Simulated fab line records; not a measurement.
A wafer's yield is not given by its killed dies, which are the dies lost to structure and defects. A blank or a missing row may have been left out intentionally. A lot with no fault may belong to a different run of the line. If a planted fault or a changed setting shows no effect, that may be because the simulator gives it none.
Chamber matching	flow nand_harc	NHARC_A_ZERO_WELL_DESCUM_12 on rie_diel-08 has 4 sister chambers
The step chemistry O2, time 3 s. 7 wafers are shown with their chamber, then 8 later ones without.

== WAFERS, EACH WITH ITS CHAMBER ==
wafer	chamber	oes_product_au (a.u.)	rf_vpp_V (V)
L864.2	1	0.998	59.1
L865.4	2	0.980	57.3
L865.5	3	0.988	56.2
L867.3	3	1.002	58.1
L867.5	2	0.990	59.6
L867.6	1	1.010	57.5
L875.1	0	1.000	57.4

== WAFERS WITHOUT THEIR CHAMBER ==
wafer	oes_product_au (a.u.)	rf_vpp_V (V)
L875.3	0.982	58.3
L875.6	1.010	57.9
L879.1	1.016	57.1
L879.4	1.011	58.6
L879.6	0.996	57.7
L882.1	0.993	56.2
L882.2	0.986	56.6
L882.6	0.991	59.1

== CHAMBER TAKEN BY EACH ==
wafer	from the rows above	in truth
L875.3	can't be placed: 2 or 3 or 0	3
L875.6	can't be placed: 1 or 0 or 3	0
L879.1	can't be placed: 1 or 0 or 3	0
L879.4	can't be placed: 1 or 0 or 3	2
L879.6	can't be placed: 3 or 0 or 1 or 2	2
L882.1	can't be placed: 3 or 0 or 2 or 1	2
L882.2	can't be placed: 3 or 2 or 0 or 1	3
L882.6	can't be placed: 2 or 3 or 0 or 1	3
0 of 8 placed correctly. Unplaceable from these rows: 8, with the true chamber sitting among the candidates in 7. Placed wrongly: 0.
How it was worked out, from the rows above alone: a wafer's distance from a chamber is the root of the sum, over the readings, of the square of ((its reading less the chamber's mean) divided by the reading's scatter). The wafer belongs to the nearest chamber; if the next one is less than 2 further off, it can't be placed. The mean given for a chamber averages the wafers shown for that chamber. The scatter: the root of (the sum of the squares of (reading less its chamber's mean) over the shown wafers, divided by (wafers less chambers)).
